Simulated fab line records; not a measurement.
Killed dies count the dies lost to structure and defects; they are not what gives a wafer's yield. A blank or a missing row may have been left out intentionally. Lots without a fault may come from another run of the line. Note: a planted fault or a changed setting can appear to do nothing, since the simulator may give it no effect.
What tool caused it? | flow n5-finfet | 9 lots with 25 wafers sampled at 6 steps, on a route of 1938 steps

== WHAT THE GAUGES SHOWED, per wafer ==
N5_SD_EPI_P_OVL_MEAS_10.
lot  | measured    | on         | SD_P_BLK_OVL (nm)
L468 | day 3 19:14 | overlay-01 | -1.0 -0.8 -0.5
L477 | day 6 02:49 | overlay-02 | 0.5
L478 | day 6 14:28 | overlay-01 | 1.0 1.7 1.9
L484 | day 7 18:11 | overlay-02 | 0.1 1.9 0.5
L485 | day 7 23:04 | overlay-01 | -0.6 -0.8 -1.0
L486 | day 8 06:25 | overlay-01 | -0.5 -0.1 -0.2
L487 | day 8 11:42 | overlay-01 | 0.1 0.8 0.7
L488 | day 8 17:25 | overlay-02 | 0.5 1.2 0.3
L489 | day 9 02:59 | overlay-02 | 0.3 1.1 0.8

N5_SD_ACTIVATION_RS_MEAS_03: a four-point-probe measurement.
lot  | measured    | on            | RS_SD_N (ohm/sq)  | RS_SD_P (ohm/sq)
L468 | day 3 23:38 | film-metro-02 | 21.57 21.91 22.23 | 56.8 57.1 57.1
L477 | day 6 07:48 | film-metro-02 | 29.66             | 56.7
L478 | day 6 18:40 | film-metro-02 | 29.73 29.86 29.48 | 58.5 57.9 58.4
L484 | day 7 23:05 | film-metro-01 | 22.00 21.77 22.09 | 54.6 54.0 54.7
L485 | day 8 03:22 | film-metro-02 | 21.83 21.84 22.31 | 54.6 55.3 54.4
L486 | day 8 11:28 | film-metro-02 | 21.81 22.07 21.58 | 56.3 56.3 56.2
L487 | day 8 16:58 | film-metro-01 | 21.28 21.51 21.44 | 55.6 56.5 55.4
L488 | day 8 21:46 | film-metro-01 | 22.39 22.26 22.13 | 56.3 57.4 56.0
L489 | day 9 07:19 | film-metro-02 | 21.72 21.69 21.73 | 55.3 55.0 55.1

N5_ILD0_THK_MEAS_04.
lot  | measured    | on            | thk-nm (nm)
L468 | day 4 02:45 | film-metro-02 | 195.6 196.6 197.2
L477 | day 6 10:49 | film-metro-02 | 195.0
L478 | day 6 23:11 | film-metro-02 | 197.1 197.4 196.2
L484 | day 8 02:17 | film-metro-02 | 195.7 196.5 196.6
L485 | day 8 06:45 | film-metro-01 | 198.9 197.7 196.3
L486 | day 8 14:38 | film-metro-01 | 195.8 196.5 196.6
L487 | day 8 19:59 | film-metro-01 | 196.5 194.7 196.6
L488 | day 9 02:46 | film-metro-01 | 197.6 197.4 198.4
L489 | day 9 10:41 | film-metro-02 | 197.4 198.3 196.8

N5_BEOL_M4_RC_MEAS_101.
lot  | measured     | on        | DIBL_N (mV/V)  | DIBL_P (mV/V)  | IOFF_N (nA/um) | IOFF_P (nA/um) | ION_N (uA/um) | ION_P (uA/um) | RC_DENSE_N (ohm.um) | RC_N (ohm.um)  | REXT_N (ohm.um) | RS_SD_N (ohm/sq) | SS_N (mV/dec)  | SS_P (mV/dec)  | VT_N (mV)         | VT_P (mV)
L468 | day 8 19:38  | prober-01 | 37.7 32.4 36.1 | 39.0 32.8 37.3 | 0.21 0.11 0.18 | 0.24 0.15 0.21 | 684 666 682   | 467 458 465   | 19.6 20.1 19.4      | 16.0 16.2 15.9 | 73.6 75.6 73.8  | 28.2 28.2 28.1   | 72.2 70.6 71.9 | 74.0 72.1 73.8 | 244.9 253.1 246.9 | -249 -256 -250
L477 | day 11 00:59 | prober-01 | 37.9           | 38.7           | 0.17           | 0.24           | 656           | 462           | 25.1                | 20.5           | 92.5            | 36.7             | 71.7           | 75.1           | 250.5             | -246
L478 | day 11 19:04 | prober-02 | 38.8 36.7 37.8 | 40.1 38.1 39.7 | 0.20 0.16 0.20 | 0.23 0.19 0.23 | 658 663 671   | 451 457 464   | 25.2 25.1 25.2      | 20.8 20.4 20.6 | 91.6 91.3 91.0  | 36.5 36.7 36.3   | 72.6 71.2 71.9 | 74.4 74.2 74.5 | 249.8 249.5 248.6 | -252 -253 -250
L484 | day 12 22:56 | prober-01 | 33.3 34.7 34.8 | 35.1 36.7 38.0 | 0.13 0.14 0.15 | 0.18 0.21 0.23 | 675 682 678   | 461 465 470   | 19.0 19.1 19.5      | 15.9 15.4 15.7 | 76.2 77.5 78.5  | 28.3 28.3 28.6   | 70.6 70.8 71.7 | 73.1 72.9 74.3 | 252.0 249.0 249.5 | -251 -250 -248
L485 | day 13 19:06 | prober-02 | 37.3 38.2 41.6 | 37.1 37.8 41.5 | 0.17 0.20 0.29 | 0.22 0.24 0.31 | 703 677 701   | 478 462 477   | 19.3 18.9 19.4      | 15.6 15.3 16.0 | 76.1 76.8 75.9  | 28.1 28.3 28.9   | 72.3 71.6 72.4 | 73.7 74.4 75.2 | 246.6 245.7 241.5 | -249 -250 -244
L486 | day 14 01:49 | prober-02 | 35.7 35.8 37.6 | 35.8 34.0 37.0 | 0.15 0.15 0.17 | 0.21 0.19 0.22 | 669 673 674   | 465 461 468   | 19.3 18.8 19.1      | 15.6 15.3 15.7 | 73.1 71.6 72.4  | 28.3 28.3 28.3   | 71.6 72.0 72.0 | 73.1 72.5 73.2 | 250.2 251.8 251.1 | -251 -252 -249
L487 | day 14 06:01 | prober-01 | 38.4 37.4 37.3 | 37.9 36.2 35.7 | 0.20 0.18 0.17 | 0.24 0.22 0.21 | 695 678 666   | 469 461 461   | 19.1 19.5 19.6      | 15.5 15.8 16.0 | 75.1 76.1 76.0  | 27.9 27.9 27.8   | 72.2 72.0 71.5 | 74.3 73.4 73.1 | 243.4 247.8 249.1 | -249 -251 -252
L488 | day 14 10:52 | prober-02 | 39.5 40.7 37.4 | 39.0 38.9 35.8 | 0.18 0.21 0.16 | 0.24 0.24 0.20 | 664 678 680   | 463 461 461   | 19.1 19.3 18.2      | 15.6 15.7 14.9 | 75.6 75.5 74.5  | 28.9 28.5 28.7   | 71.9 73.2 71.3 | 73.9 74.5 73.8 | 249.3 247.9 250.8 | -248 -247 -250
L489 | day 14 13:47 | prober-02 | 40.8 35.2 37.1 | 40.8 34.0 36.9 | 0.27 0.13 0.18 | 0.34 0.20 0.25 | 703 677 679   | 477 463 467   | 18.8 18.6 18.1      | 15.3 15.2 14.6 | 74.6 74.9 74.2  | 28.0 27.9 28.1   | 73.1 72.0 71.7 | 74.0 72.0 73.6 | 242.1 251.3 248.0 | -241 -248 -244

== TOOL THAT RAN EACH LOT (tool first, then ch and the chambers of the sampled wafers, then the start) ==
lot  | N5_SD_EPI_P_ETCH_16               | N5_SD_ACTIVATION_LSA_01
L468 | rie-diel-06 ch 1,2,3, day 3 19:55 | laser-anneal-01 ch 0, day 3 23:26
L477 | rie-diel-06 ch 1, day 6 04:14     | laser-anneal-01, day 6 07:37
L478 | rie-diel-02 ch 0,1,3, day 6 15:08 | laser-anneal-02, day 6 18:28
L484 | rie-diel-02 ch 0,1, day 7 18:52   | laser-anneal-02 ch 0, day 7 22:55
L485 | rie-diel-06 ch 0,2,3, day 7 23:47 | laser-anneal-01 ch 0, day 8 03:10
L486 | rie-diel-02 ch 0,1,2, day 8 07:05 | laser-anneal-02 ch 0, day 8 11:16
L487 | rie-diel-06 ch 1,2,3, day 8 12:23 | laser-anneal-01 ch 0, day 8 16:46
L488 | rie-diel-06 ch 0,2, day 8 18:05   | laser-anneal-02 ch 0, day 8 21:34
L489 | rie-diel-04 ch 0,1, day 9 03:40   | laser-anneal-01 ch 0, day 9 07:08
- N5_SD_EPI_P_ETCH_16: etches SiO2 in CHF3/O2, target depth 5 nm.
- N5_SD_ACTIVATION_LSA_01: time 0.0008 s.

== WHAT THE TOOLS THEMSELVES READ (means of the sampled wafers that have a number; where no wafer has one, the mark that the record gives instead) ==
N5_SD_EPI_P_ETCH_16.
lot  | tool        | drypump-motor-current-A (A) | mfc-ar-sccm (sccm) | oes-product-au (a.u.) | rf-vpp-V (V) | showerhead-plenum-p-Torr (Torr) | throttle-valve-pct (%)
L468 | rie-diel-06 | 5.9                         | 200.1              | 0.79                  | 526          | 2.39                            | 18.90
L477 | rie-diel-06 | 6.0                         | 200.4              | 0.69                  | 523          | 2.27                            | 19.04
L478 | rie-diel-02 | 6.1                         | 200.2              | 0.79                  | 521          | 2.40                            | 18.97
L484 | rie-diel-02 | 6.3                         | 200.2              | 0.72                  | 528          | 2.33                            | 19.06
L485 | rie-diel-06 | 5.9                         | 199.5              | 0.83                  | 526          | 2.44                            | 18.77
L486 | rie-diel-02 | 5.9                         | 199.7              | 0.79                  | 529          | 2.39                            | 18.99
L487 | rie-diel-06 | 5.9                         | 199.9              | 0.76                  | 527          | 2.37                            | 18.95
L488 | rie-diel-06 | 5.9                         | 200.3              | 0.79                  | 524          | 2.49                            | 18.55
L489 | rie-diel-04 | 6.1                         | 199.1              | 0.67                  | 527          | 2.31                            | 19.19

N5_SD_ACTIVATION_LSA_01.
lot  | tool            | wafer_temp_C_max
L468 | laser-anneal-01 | 1090.4
L477 | laser-anneal-01 | -
L478 | laser-anneal-02 | -
L484 | laser-anneal-02 | 1083.0
L485 | laser-anneal-01 | 1087.1
L486 | laser-anneal-02 | 1083.6
L487 | laser-anneal-01 | 1088.5
L488 | laser-anneal-02 | 1082.4
L489 | laser-anneal-01 | 1088.4

== THE ANSWER, worked out from the rows above alone ==
Rule: the lots themselves supply what counts as usual. Put in order of their means at a reading, lots are off if they are a third of the lots or fewer, leave a main group of 4 or more, and stand apart from it by a gap of 3 or more times the standard deviation of the main group's means; of several such gaps the widest counts. If all means in a main group match to the digits the tables above print for the reading, that group is not used. Also off: a lot with no number at a reading for which 4 or more lots have one. All remaining lots with rows at the step are treated as sound. The gauges are gone through in route order, then the tools' own readings, and for those a lot's mean is taken as printed above. The first step at which some lot is off is used, and at that step the reading that is off furthest; a lot without a number counts as furthest.
Off: at N5_SD_ACTIVATION_RS_MEAS_03 (RS_SD_N), L477, L478. The main group: mean 21.86 ohm/sq, standard deviation 0.24.
A tool fits if, at a process step before that reading, it ran every lot that is off, and no sound lot after the first of them. Not tried: the gauges at N5_SD_ACTIVATION_RS_MEAS_03; whatever is off there is also off at N5_BEOL_M4_RC_MEAS_101, on other tools, and gauge error can't account for it. None of those tried fits.

== WHAT THE SIMULATOR HAD PUT IN ==
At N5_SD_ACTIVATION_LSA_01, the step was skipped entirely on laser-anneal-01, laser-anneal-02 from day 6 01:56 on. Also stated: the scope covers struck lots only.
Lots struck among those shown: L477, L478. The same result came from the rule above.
